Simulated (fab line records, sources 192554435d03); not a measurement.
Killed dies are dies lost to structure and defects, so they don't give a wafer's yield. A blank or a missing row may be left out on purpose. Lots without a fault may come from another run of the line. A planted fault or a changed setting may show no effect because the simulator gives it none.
fab line records | flow n5_finfet | part 1 of 2: steps 1 to 4 of 6
record lots=23 wafers=69 last_day=18
route steps=1938 shown BEOL_M0_SAQP@662
lots that met no fault: from a run of the same line without faults
start_h: hours from the record's first day to the start of the lot's first wafer shown | wait_h: hours since the lot's step before | " the same as in the row above | L1.1+2: a row that stands for several wafers | - no value, or no start given | * or withheld: withheld | < > ~ a bound
route shown NAME@n: a module of which the file shows steps, and the number in the route of the first | usual: mean/standard deviation of fault-free wafers | same: alike in all rows | chamber/n: place in a boat | sites: the reading at each site | _std_site: their standard deviation | _edge_site: outer sites' mean less inner sites' | radius_mm: how far each site lies from the wafer's centre | mask NAME#n: copy n | behind: the tool/chamber that last shaped the wafer | hold: why the lot was held/for how many hours/how that ended | device: the transistor (n, p or np) that didn't switch | end of line: the same wafers' tests at the end of the route | a step without rows: its recipe alone | killed: dies lost to structure and defects at the first sort, not the wafer's yield | map: a wafer's dies, x killed, . not, _ none there
set.NAME: the setting as run; set.NAME@STEP: as run at that earlier step | model.NAME: the simulator's own value behind a step, which no gauge read
steps of the route over a sample of lots; a table a step, a row a wafer
services: from which hour (start_h, from the record's first day; less than 0 if before it) a tool's chamber was out of use, for how many hours, and why
## steps
# step N5_BEOL_M0_SAQP_RECESS_114
# recipe chemistry=HF/NH3 target=SiO2 target_depth_a=144 afs_cycles=3 temp_c=30 sublimation_temp_c=180 sublimation_time_s=60
# usual drypump_motor_current_A=5.5/0.43 foreline_p_Torr=0.1280/0.00042
# columns lot.wafer tool chamber start_h wait_h drypump_motor_current_A foreline_p_Torr
L074.1 vapor_etch-01 1 113.68 0.3 5.0 0.1283
L074.3 " 0 " " 5.6 0.1275
L074.5 " 1 " " 5.0 0.1280
L075.3 vapor_etch-02 0 117.26 0.1 6.0 0.1283
L075.4 " 1 " " 5.1 0.1282
L075.5 " 1 " " 5.1 0.1284
L076.1 vapor_etch-01 1 122.55 0.3 5.0 0.1278
L076.2 " 0 " " 5.6 0.1288
L076.4 " 0 " " 5.6 0.1285
L077.2 vapor_etch-02 1 127.76 0.0 5.1 0.1275
L077.4 " 1 " " 5.1 0.1276
L077.5 " 1 " " 5.1 0.1283
L078.3 vapor_etch-02 0 130.18 0.1 6.0 0.1278
L078.5 " 1 " " 5.1 0.1286
L078.6 " 0 " " 6.0 0.1281
L079.2 vapor_etch-02 0 140.25 0.0 6.0 0.1280
L079.3 " 1 " " 5.1 0.1274
L079.4 " 0 " " 6.0 0.1279
L080.1 vapor_etch-01 1 147.27 0.0 5.0 0.1279
L080.2 " 0 " " 5.6 0.1279
L080.4 " 1 " " 5.0 0.1284
L081.1 vapor_etch-02 0 154.44 0.0 6.0 0.1281
L081.3 " 1 " " 5.1 0.1278
L081.4 " 0 " " 6.0 0.1278
L082.1 vapor_etch-02 1 158.09 0.0 5.1 0.1277
L082.4 " 0 " " 6.0 0.1279
L082.6 " 0 " " 6.0 0.1282
L083.3 vapor_etch-02 1 165.40 0.1 5.1 0.1276
L083.4 " 0 " " 6.0 0.1281
L083.5 " 0 " " 6.0 0.1281
L084.2 vapor_etch-01 1 172.57 0.0 5.0 0.1279
L084.3 " 0 " " 5.6 0.1279
L084.6 " 1 " " 5.0 0.1285
L085.2 vapor_etch-02 0 178.41 0.0 6.0 0.1282
L085.5 " 1 " " 5.1 0.1276
L085.6 " 0 " " 6.0 0.1279
L087.3 vapor_etch-02 0 184.75 0.1 6.0 0.1277
L087.4 " 1 " " 5.1 0.1287
L087.6 " 1 " " 5.1 0.1292
L088.1 vapor_etch-02 1 199.83 0.0 5.1 0.1283
L088.3 " 0 " " 6.0 0.1281
L088.4 " 1 " " 5.1 0.1272
L089.2 vapor_etch-02 1 209.18 0.0 5.1 0.1286
L089.3 " 0 " " 6.0 0.1285
L089.4 " 1 " " 5.1 0.1283
L090.3 vapor_etch-02 1 210.93 0.1 5.1 0.1285
L090.4 " 0 " " 6.0 0.1278
L090.6 " 0 " " 6.0 0.1281
L092.3 vapor_etch-02 1 215.37 0.4 5.1 0.1272
L092.4 " 0 " " 6.0 0.1276
L092.5 " 1 " " 5.1 0.1280
L091.1 vapor_etch-02 1 215.61 0.4 5.1 0.1278
L091.2 " 0 " " 6.0 0.1284
L091.6 " 0 " " 6.0 0.1283
L093.4 vapor_etch-02 0 221.78 0.1 6.0 0.1281
L093.5 " 0 " " 6.0 0.1281
L093.6 " 1 " " 5.1 0.1276
L094.2 vapor_etch-01 0 234.45 0.0 5.6 0.1276
L094.5 " 0 " " 5.6 0.1274
L094.6 " 1 " " 5.0 0.1287
L095.1 vapor_etch-02 0 237.24 0.0 6.0 0.1278
L095.4 " 1 " " 5.1 0.1278
L095.6 " 0 " " 6.0 0.1281
L096.1 vapor_etch-01 0 240.69 0.0 5.6 0.1283
L096.2 " 1 " " 5.0 0.1276
L096.4 " 1 " " 5.0 0.1282
L097.2 vapor_etch-01 1 244.41 0.0 5.0 0.1279
L097.4 " 0 " " 5.6 0.1273
L097.6 " 1 " " 5.0 0.1282
# step N5_BEOL_M0_SAQP_MANDREL1_REMOVE_100
# recipe chemistry=HBr/Cl2/O2 bt_time_s=10 target=a-Si stop_on=SiNx endpoint=OES-SiCl over_etch_frac=0.85 icp_w=600 bias_w=30 HBr_flow_sccm=150 Cl2_flow_sccm=80 O2_flow_sccm=5 pressure_mtorr=10
# usual drypump_motor_current_A=5.7/0.44 oes_product_au=1.000/0.013 throttle_valve_pct=36.7/0.31
# columns lot.wafer tool chamber start_h wait_h drypump_motor_current_A oes_product_au rf_hours_counter_h throttle_valve_pct
L074.1 rie_si-05 1 115.13 0.1 5.5 1.013 138 36.5
L074.3 " 2 " " 6.3 1.019 176 37.0
L074.5 " 2 " " 6.3 1.014 - 37.0
L075.3 rie_si-04 0 119.12 0.1 5.7 1.021 8 36.6
L075.4 " 1 " " 5.1 1.003 183 36.3
L075.5 " 2 " " 5.8 1.014 - 36.0
L076.1 rie_si-06 0 124.61 0.1 6.2 0.999 47 36.9
L076.2 " 3 " " 5.2 1.005 111 36.9
L076.4 " 0 " " 6.2 0.993 - 36.9
L077.2 rie_si-06 3 128.96 0.1 5.2 1.002 111 37.0
L077.4 " 3 " " 5.2 1.006 - 37.0
L077.5 " 0 " " 6.2 0.999 - 36.8
L078.3 rie_si-05 1 131.00 0.1 5.5 1.006 139 36.5
L078.5 " 0 " " 5.2 0.981 - 36.2
L078.6 " 1 " " 5.5 1.001 - 36.5
L079.2 rie_si-06 1 141.20 0.1 5.5 0.989 139 36.6
L079.3 " 3 " " 5.2 1.011 112 36.9
L079.4 " 0 " " 6.2 1.006 47 36.9
L080.1 rie_si-06 1 148.60 0.1 5.5 0.984 139 36.6
L080.2 " 0 " " 6.2 0.996 47 36.9
L080.4 " 2 " " 6.5 1.010 97 37.1
L081.1 rie_si-06 1 155.58 0.1 5.5 0.987 139 36.6
L081.3 " 0 " " 6.2 0.989 47 36.8
L081.4 " 3 " " 5.2 1.012 112 36.9
L082.1 rie_si-06 2 159.23 0.1 6.4 1.000 97 37.1
L082.4 " 0 " " 6.2 0.992 47 36.9
L082.6 " 0 " " 6.2 0.992 - 36.8
L083.3 rie_si-06 3 166.24 0.1 5.2 1.004 112 36.9
L083.4 " 0 " " 6.2 0.994 48 36.9
L083.5 " 1 " " 5.5 0.971 - 36.6
L084.2 rie_si-05 1 173.52 0.1 5.5 1.010 140 36.5
L084.3 " 0 " " 5.2 0.988 188 36.2
L084.6 " 0 " " 5.2 0.983 - 36.2
L085.2 rie_si-05 3 179.36 0.1 5.8 0.989 78 36.6
L085.5 " 1 " " 5.5 1.009 - 36.5
L085.6 " 0 " " 5.2 0.991 - 36.2
L087.3 rie_si-05 1 186.50 0.1 5.5 1.009 140 36.5
L087.4 " 3 " " 5.8 0.996 79 36.7
L087.6 " 3 " " 5.8 0.982 - 36.6
L088.1 rie_si-05 0 200.78 0.1 5.2 0.981 188 36.2
L088.3 " 3 " " 5.8 0.985 79 36.7
L088.4 " 1 " " 5.5 1.003 140 36.5
L089.2 rie_si-04 1 210.12 0.1 5.0 0.990 184 36.3
L089.3 " 3 " " 5.4 0.984 1 37.0
L089.4 " 1 " " 5.1 0.996 - 36.3
L090.3 rie_si-05 1 211.76 0.1 5.5 1.013 140 36.5
L090.4 " 3 " " 5.8 0.985 - 36.7
L090.6 " 1 " " 5.5 0.997 - 36.5
L092.3 rie_si-04 2 216.56 0.1 5.8 1.009 98 36.0
L092.4 " 0 " " 5.7 1.030 10 36.6
L092.5 " 3 " " 5.4 0.984 - 37.0
L091.1 rie_si-04 3 217.03 0.1 5.4 0.992 1 37.0
L091.2 " 1 " " 5.1 0.997 185 36.3
L091.6 " 2 " " 5.8 1.005 - 36.0
L093.4 rie_si-06 1 222.61 0.1 5.5 0.991 140 36.6
L093.5 " 1 " " 5.5 0.987 - 36.6
L093.6 " 0 " " 6.2 0.999 - 36.9
L094.2 rie_si-06 1 235.72 0.1 5.5 0.991 140 36.6
L094.5 " 3 " " 5.2 1.011 - 36.9
L094.6 " 0 " " 6.2 0.998 - 36.9
L095.1 rie_si-05 1 238.19 0.1 5.5 1.009 141 36.5
L095.4 " 0 " " 5.2 0.985 0 36.2
L095.6 " 3 " " 5.8 0.991 - 36.6
L096.1 rie_si-04 2 241.63 0.1 5.8 1.016 98 36.0
L096.2 " 1 " " 5.0 1.005 185 36.3
L096.4 " 3 " " 5.4 0.991 1 37.0
L097.2 rie_si-05 0 245.87 0.1 5.2 0.983 0 36.2
L097.4 " 2 " " 6.3 1.004 179 36.9
L097.6 " 0 " " 5.2 0.982 - 36.2
# step N5_BEOL_M0_SAQP_ETCH_101
# recipe chemistry=CH3F/O2 target=SiNx mask_material=SiO2 target_depth_a=299 time_s=42.7 pressure_mtorr=30 source_w=395 bias_w=73 Ar_flow_sccm=150 CH3F_flow_sccm=30 O2_flow_sccm=20 ion_energy_ev=120
# usual CH3F_flow_sccm=30.01/0.098 drypump_motor_current_A=5.7/0.39 oes_product_au=0.78/0.093 rf_vpp_V=294/5.2 showerhead_plenum_p_Torr=2.01/0.07 throttle_valve_pct=16.38/0.25
# columns lot.wafer tool chamber start_h wait_h CH3F_flow_sccm drypump_motor_current_A oes_product_au rf_hours_counter_h rf_vpp_V showerhead_plenum_p_Torr throttle_valve_pct
L074.1 rie_diel-05 3 115.37 0.1 29.70 5.7 0.72 208 290 2.07 16.57
L074.3 " 0 " " 30.07 5.1 0.70 213 302 2.06 16.65
L074.5 " 1 " " 30.09 5.8 0.79 - 294 2.10 16.16
L075.3 rie_diel-06 0 119.27 0.0 29.99 5.2 0.73 166 290 1.89 16.38
L075.4 " 0 " " 29.86 5.1 0.73 - 291 1.89 16.39
L075.5 " 1 " " 30.06 6.0 0.90 - 297 1.95 15.86
L076.1 rie_diel-06 0 124.80 0.0 29.86 5.1 0.72 167 289 1.89 16.38
L076.2 " 2 " " 30.05 5.9 0.71 196 292 2.00 16.55
L076.4 " 0 " " 29.73 5.2 0.73 - 288 1.89 16.39
L077.2 rie_diel-05 3 129.40 0.3 29.91 5.7 0.72 212 291 2.07 16.58
L077.4 " 2 " " 30.00 5.6 0.79 111 296 1.93 16.20
L077.5 " 3 " " 30.03 5.7 0.72 - 291 2.07 16.55
L078.3 rie_diel-02 3 131.18 0.1 30.10 5.5 0.86 47 286 2.04 16.24
L078.5 " 1 " " 29.98 5.4 0.75 - 288 2.06 16.53
L078.6 " 2 " " 30.14 6.2 0.71 - 297 2.06 16.66
L079.2 rie_diel-06 2 141.35 0.0 29.81 5.9 0.70 202 293 2.00 16.54
L079.3 " 3 " " 30.06 5.2 0.68 234 301 1.89 16.81
L079.4 " 3 " " 29.93 5.2 0.69 - 301 1.89 16.83
L080.1 rie_diel-05 2 148.75 0.0 29.90 5.6 0.79 117 294 1.93 16.21
L080.2 " 1 " " 30.03 5.8 0.78 140 295 2.09 16.17
L080.4 " 3 " " 29.92 5.7 0.71 219 292 2.07 16.57
L081.1 rie_diel-06 3 155.73 0.0 30.01 5.2 0.68 241 302 1.89 16.85
L081.3 " 2 " " 29.86 5.9 0.70 209 290 2.00 16.56
L081.4 " 0 " " 30.20 5.2 0.72 172 290 1.89 16.41
L082.1 rie_diel-02 3 159.38 0.0 29.93 5.5 0.86 56 286 2.04 16.26
L082.4 " 1 " " 29.95 5.3 0.73 174 288 2.05 16.53
L082.6 " 0 " " 30.12 6.5 0.95 - 291 2.05 16.22
L083.3 rie_diel-06 3 166.39 0.0 30.10 5.2 0.68 243 301 1.89 16.85
L083.4 " 2 " " 29.84 5.9 0.70 213 292 1.99 16.56
L083.5 " 2 " " 29.86 5.9 0.70 - 292 1.99 16.57
L084.2 rie_diel-02 0 173.73 0.1 29.98 6.5 0.95 10 289 2.05 16.20
L084.3 " 1 " " 30.00 5.4 0.74 179 288 2.05 16.54
L084.6 " 1 " " 30.14 5.3 0.74 - 289 2.05 16.54
L085.2 rie_diel-02 3 179.51 0.0 30.13 5.5 0.84 63 287 2.04 16.25
L085.5 " 1 " " 30.09 5.4 0.73 - 288 2.05 16.55
L085.6 " 0 " " 29.99 6.5 0.93 - 290 2.05 16.23
L087.3 rie_diel-05 1 186.65 0.0 29.94 5.8 0.78 150 294 2.09 16.20
L087.4 " 3 " " 30.13 5.7 0.71 229 293 2.06 16.61
L087.6 " 3 " " 30.13 5.7 0.71 - 291 2.06 16.60
L088.1 rie_diel-02 0 200.93 0.0 30.17 6.5 0.90 20 288 2.04 16.22
L088.3 " 2 " " 30.06 6.2 0.98 1 298 2.06 16.20
L088.4 " 3 " " 30.19 5.6 0.84 71 286 2.04 16.29
L089.2 rie_diel-05 2 210.27 0.0 29.91 5.6 0.79 135 296 1.92 16.26
L089.3 " 3 " " 29.96 5.7 0.71 235 291 2.06 16.61
L089.4 " 0 " " 30.20 5.1 0.68 240 303 2.05 16.70
L090.3 rie_diel-05 2 211.91 0.0 29.92 5.6 0.77 135 295 1.92 16.24
L090.4 " 3 " " 29.96 5.7 0.70 236 291 2.06 16.60
L090.6 " 3 " " 29.84 5.7 0.70 - 293 2.06 16.60
L092.3 rie_diel-06 3 216.90 0.2 29.94 5.2 1.00 3 305 2.14 16.37
L092.4 " 0 " " 30.00 5.1 0.71 189 289 1.89 16.42
L092.5 " 0 " " 30.12 5.1 0.70 - 290 1.88 16.42
L091.1 rie_diel-02 3 217.19 0.0 30.03 5.6 0.81 75 286 2.03 16.28
L091.2 " 1 " " 30.02 5.4 0.72 195 288 2.05 16.58
L091.6 " 1 " " 29.89 5.4 0.72 - 288 2.05 16.57
L093.4 rie_diel-06 3 222.76 0.0 29.97 5.2 0.99 4 306 2.14 16.40
L093.5 " 2 " " 30.01 5.9 0.68 - 292 1.99 16.60
L093.6 " 1 " " 30.05 6.0 0.85 - 298 1.94 15.94
L094.2 rie_diel-05 1 235.87 0.0 30.08 5.8 0.77 164 296 2.09 16.23
L094.5 " 1 " " 30.09 5.8 0.76 - 295 2.09 16.23
L094.6 " 2 " " 30.01 5.6 0.76 - 295 1.92 16.28
L095.1 rie_diel-06 2 238.34 0.0 30.07 5.9 0.67 235 291 1.99 16.60
L095.4 " 1 " " 30.05 6.0 0.86 73 296 1.94 15.94
L095.6 " 3 " " 30.10 5.3 0.98 - 306 2.14 16.41
L096.1 rie_diel-06 3 241.78 0.0 30.08 5.2 0.98 7 306 2.14 16.40
L096.2 " 0 " " 30.05 5.1 0.70 197 289 1.88 16.44
L096.4 " 1 " " 29.96 6.0 0.85 75 296 1.94 15.95
L097.2 rie_diel-05 3 246.02 0.0 30.12 5.7 0.70 246 291 2.06 16.65
L097.4 " 3 " " 30.01 5.7 0.69 - 291 2.06 16.63
L097.6 " 1 " " 29.94 5.8 0.75 - 295 2.08 16.25
# step N5_BEOL_M0_SAQP_ETCH_106
# recipe chemistry=N2/H2 target=SOC target_depth_a=1500 stop_on=SiNx ion_energy_ev=100 bias_w=61 pressure_mtorr=30 source_w=850 n2_flow_sccm=200 h2_flow_sccm=200
# usual drypump_motor_current_A=5.6/0.38 oes_product_au=0.75/0.081 rf_vpp_V=240.7/1.4 showerhead_plenum_p_Torr=2.54/0.094 throttle_valve_pct=17.83/0.29
# columns lot.wafer tool chamber start_h wait_h drypump_motor_current_A oes_product_au rf_hours_counter_h rf_vpp_V showerhead_plenum_p_Torr throttle_valve_pct
L074.1 rie_diel-06 2 116.08 - 5.9 0.71 193 239.8 2.52 17.84
L074.3 " 0 " " 5.1 0.72 - 240.0 2.43 17.91
L074.5 " 2 " " 5.9 0.71 - 238.1 2.52 17.84
L075.3 rie_diel-05 1 119.94 - 5.8 0.78 132 242.2 2.66 17.65
L075.4 " 3 " " 5.7 0.72 209 243.0 2.60 17.83
L075.5 " 3 " " 5.7 0.72 - 243.1 2.60 17.83
L076.1 rie_diel-06 1 125.47 - 6.1 0.90 37 240.3 2.46 17.17
L076.2 " 0 " " 5.2 0.72 167 239.7 2.43 17.90
L076.4 " 2 " " 5.9 0.70 - 240.3 2.52 17.84
L077.2 rie_diel-06 0 130.08 - 5.1 0.72 169 238.4 2.43 17.92
L077.4 " 1 " " 6.0 0.89 39 240.2 2.46 17.16
L077.5 " 3 " " 5.2 0.68 - 238.9 2.41 18.21
L078.3 rie_diel-06 3 132.00 - 5.3 0.68 231 239.2 2.41 18.21
L078.5 " 1 " " 6.0 0.89 - 238.6 2.46 17.16
L078.6 " 3 " " 5.3 0.68 - 238.9 2.41 18.23
L079.2 rie_diel-06 2 142.60 - 5.9 0.70 203 241.6 2.52 17.85
L079.3 " 1 " " 6.0 0.88 43 240.8 2.46 17.18
L079.4 " 1 " " 6.0 0.89 - 240.7 2.46 17.17
L080.1 rie_diel-06 3 149.42 - 5.2 0.68 238 239.7 2.40 18.24
L080.2 " 1 " " 6.0 0.88 47 239.2 2.46 17.19
L080.4 " 2 " " 5.9 0.70 207 239.5 2.52 17.86
L081.1 rie_diel-02 3 156.40 - 5.6 0.85 55 240.6 2.57 17.63
L081.3 " 2 " " 6.2 0.69 244 242.4 2.60 18.00
L081.4 " 0 " " 6.5 0.94 5 242.2 2.61 17.73
L082.1 rie_diel-05 0 160.05 - 5.1 0.68 227 242.8 2.62 18.18
L082.4 " 3 " " 5.7 0.71 222 242.0 2.60 17.86
L082.6 " 0 " " 5.1 0.69 - 241.8 2.62 18.16
L083.3 rie_diel-06 3 167.06 - 5.3 0.67 243 239.7 2.40 18.25
L083.4 " 2 " " 5.9 0.70 213 239.8 2.51 17.88
L083.5 " 0 " " 5.1 0.71 - 238.6 2.42 17.91
L084.2 rie_diel-05 2 174.42 - 5.6 0.77 125 241.5 2.43 17.57
L084.3 " 0 " " 5.1 0.68 231 241.1 2.62 18.18
L084.6 " 0 " " 5.1 0.68 - 241.2 2.62 18.17
L085.2 rie_diel-02 3 180.36 - 5.5 0.83 63 241.3 2.57 17.66
L085.5 " 0 " " 6.5 0.91 - 241.9 2.61 17.77
L085.6 " 1 " " 5.4 0.74 - 241.4 2.64 18.20
L087.3 rie_diel-06 3 187.32 - 5.2 0.67 249 239.2 2.40 18.23
L087.4 " 0 " " 5.2 0.71 180 238.4 2.42 17.91
L087.6 " 0 " " 5.2 0.71 - 238.1 2.42 17.93
L088.1 rie_diel-05 3 201.60 - 5.7 0.70 233 241.6 2.59 17.89
L088.3 " 0 " " 5.1 0.67 237 239.7 2.62 18.19
L088.4 " 1 " " 5.8 0.77 154 241.9 2.65 17.70
L089.2 rie_diel-06 1 210.94 - 6.0 0.86 64 240.0 2.45 17.21
L089.3 " 2 " " 5.9 0.68 226 241.9 2.51 17.90
L089.4 " 3 " " 5.3 1.00 1 242.3 2.72 17.80
L090.3 rie_diel-05 3 212.64 - 5.7 0.70 236 242.6 2.59 17.89
L090.4 " 1 " " 5.8 0.76 157 241.4 2.65 17.70
L090.6 " 2 " " 5.6 0.77 - 241.6 2.43 17.60
L092.3 rie_diel-05 2 217.60 - 5.6 0.77 137 238.9 2.43 17.57
L092.4 " 3 " " 5.7 0.70 238 240.8 2.59 17.89
L092.5 " 3 " " 5.7 0.70 - 240.3 2.59 17.88
L091.1 rie_diel-02 1 217.86 - 5.4 0.71 195 240.4 2.63 18.22
L091.2 " 2 " " 6.1 0.96 6 242.9 2.60 17.58
L091.6 " 1 " " 5.4 0.71 - 242.7 2.63 18.21
L093.4 rie_diel-05 2 223.65 - 5.6 0.76 138 239.9 2.43 17.60
L093.5 " 3 " " 5.7 0.70 - 241.0 2.59 17.89
L093.6 " 0 " " 5.1 0.67 - 241.9 2.62 18.18
L094.2 rie_diel-05 1 236.54 - 5.8 0.76 164 242.5 2.65 17.71
L094.5 " 1 " " 5.8 0.76 - 243.0 2.65 17.70
L094.6 " 0 " " 5.1 0.67 - 241.6 2.61 18.21
L095.1 rie_diel-06 0 239.34 - 5.1 0.69 196 238.2 2.41 17.95
L095.4 " 3 " " 5.2 0.97 6 243.5 2.71 17.84
L095.6 " 3 " " 5.2 0.97 - 241.3 2.72 17.82
L096.1 rie_diel-05 0 242.45 - 5.1 0.67 249 240.6 2.61 18.19
L096.2 " 1 " " 5.8 0.75 166 241.4 2.65 17.72
L096.4 " 2 " " 5.6 0.76 144 240.7 2.43 17.60
L097.2 rie_diel-02 0 246.68 - 6.5 0.87 35 240.4 2.60 17.81
L097.4 " 3 " " 5.6 0.80 84 241.5 2.56 17.68
L097.6 " 2 " " 6.2 0.93 - 240.4 2.59 17.58
